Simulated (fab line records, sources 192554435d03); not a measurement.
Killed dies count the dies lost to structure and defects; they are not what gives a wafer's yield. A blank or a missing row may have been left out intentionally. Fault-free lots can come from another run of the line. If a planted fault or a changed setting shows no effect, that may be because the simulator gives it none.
Struck lot and sound lot, side by side	flow n5-finfet	16 out of 1938 route steps
Sound: the wafers L766.2, L766.3, L766.4. Struck: wafer L776.5 (left out: L776.1, L776.3 of the same lot, which were not struck); the cause appears at the end.
At each step with rows: each side's tool, then ch and its chambers, then its first start. Under that, the readings that differ: sound wafers	struck wafers	difference of the means	sigmas: that difference in standard deviations of wafers without a fault.
alike: same words and numbers on both sides, and readings whose means sit less than 2 such deviations apart. not compared: any withheld reading, any reading some wafer has no value for, any bound like >300 that may hide the same value, and any number with overlapping values for which the record gives no deviation.
Wherever a step has rows on one side only, a row that says differs or no value, or a row with sigmas, the two part there. Numbers that have no deviation but don't overlap get no sigmas and don't part them. Lack of a reading on every wafer of one side parts them only where that side has two or more wafers.

first, 4 steps without rows for these wafers: N5_SDB_SOFTBAKE_06 (time 60 s); N5_SDB_EXPOSE_08 (exposes mask SDB); N5_SDB_PEB_09 (peb time 60 s); N5_SDB_DEVELOP_10 (develop time 30 s).
N5_SDB_CD_MEAS_11 targets a cd of 50 nm.
  sound on cd-sem-01 ch 0, day 6 12:47; struck on cd-sem-01 ch 0, day 9 03:48
reading	sound	struck	difference	sigmas
cd-nm (nm)	48.6 47.2 48.0	50.0	+2.1	+2
N5_SDB_OVL_MEAS_12:
  sound on overlay-02 ch 0, day 6 12:49; struck on overlay-01 ch 0, day 9 03:50
reading	sound	struck	difference	sigmas
SDB_OVL (nm)	1.2 0.0 0.3	-1.0	-1.5	-2
N5_SDB_INSPECT_13: inspects for defects (brightfield).
  struck on defect-inspect-01, day 9 03:52; sound on defect-inspect-01, day 6 12:50
  alike: raw-defect-count
N5_SDB_DESCUM_16: chemistry O2, time 7.9 s.
  sound on rie-diel-03 ch 0,1,3, day 6 12:52; struck on rie-diel-06 ch 3, day 9 03:55
  alike: bias-power-w, drypump-motor-current-A, oes-product-au, rf-fwd-power-W, rf-vpp-V, showerhead-plenum-p-Torr, temp-c, throttle-valve-pct
  not compared: rf-hours-counter-h
N5_SDB_ETCH_17: etches SiARC in CF4, target depth 23.4 nm, time 39 s.
  sound on rie-diel-03 ch 0,1,3, day 6 12:54; struck on rie-diel-06 ch 3, day 9 03:57
  alike: cf4-flow-sccm, drypump-motor-current-A, etch-rf-on-time-s, mfc-ar-sccm, oes-product-au, rf-fwd-power-W, rf-vpp-V, showerhead-plenum-p-Torr, throttle-valve-pct
  not compared: rf-hours-counter-h
N5_SDB_ETCH_18: etches SOC in N2/H2, target depth 100 nm, overetch 20 nm, time 150 s.
  sound on rie-diel-03 ch 0,1,3, day 6 12:56; struck on rie-diel-06 ch 3, day 9 03:59
  alike: drypump-motor-current-A, oes-product-au, rf-fwd-power-W, rf-vpp-V, showerhead-plenum-p-Torr, temp-c, throttle-valve-pct
  not compared: rf-hours-counter-h
then, 1 step without rows for these wafers: N5_SDB_STRIP_19 (strips in N2/H2).
N5_SDB_STRIP_21: strips in CF4.
  sound on rie-diel-03 ch 0,1,3, day 6 13:04; struck on rie-diel-06 ch 3, day 9 04:07
  alike: bias-power-w, cf4-flow-sccm, drypump-motor-current-A, oes-product-au, rf-fwd-power-W, rf-vpp-V, showerhead-plenum-p-Torr, throttle-valve-pct
  not compared: rf-hours-counter-h
N5_SDB_HM_OPEN_20: chemistry CH3F/O2, target SiNx, stops on poly-Si, target depth 24 nm.
  sound on rie-diel-03 ch 0,1,3, day 6 13:05; struck on rie-diel-06 ch 3, day 9 04:08
reading	sound	struck	difference	sigmas
mfc-ar-sccm (sccm)	151.3 150.9 149.9	149.4	-1.3	-3
model.SOC_of_SDB_COAT_03.thk-nm (nm)	84.2 84.4 84	87.8	+3.6	
  alike: drypump-motor-current-A, oes_f_703_au, oes-product-au, rf-fwd-power-W, rf-vpp-V, showerhead-plenum-p-Torr, throttle-valve-pct
  not compared: rf-hours-counter-h
N5_SDB_STRIP_22: strips in N2/H2.
  sound on plasma-asher-01 ch 0,1, day 6 13:10; struck on plasma-asher-02 ch 1, day 9 04:13
reading	sound	struck	difference	sigmas
strip-time-to-endpoint-s (s)	96.3 96.6 96.2	99.7	+3.3	+8
  alike: drypump-motor-current-A, heater-power-w, oes-product-au, temp-c
  not compared: rf-hours-counter-h
then, 1 step without rows for these wafers: N5_SDB_PRECLEAN_23 (cleans in dHF, time 30 s).
-- the record jumps here: 5 days lie between the struck wafers' starts before and after (it left off in module SDB and takes up again in module BEOL_M4, whose first step shown is number 1111 of the route) --
N5_BEOL_M4_RC_MEAS_101:
  sound on prober-02 ch 0, day 10 17:53; struck on prober-02 ch 0, day 13 23:56
  alike: DIBL_N, DIBL_P, IOFF_N, IOFF_P, ION_N, ION_P, SS_N, SS_P, VT_N, VT_P

WHERE THEY PART
First at N5_SDB_CD_MEAS_11; last, within this record, at N5_SDB_STRIP_22. Later steps at which nothing parts them and some readings are alike: N5_BEOL_M4_RC_MEAS_101.

WHY: the cause the simulator had injected
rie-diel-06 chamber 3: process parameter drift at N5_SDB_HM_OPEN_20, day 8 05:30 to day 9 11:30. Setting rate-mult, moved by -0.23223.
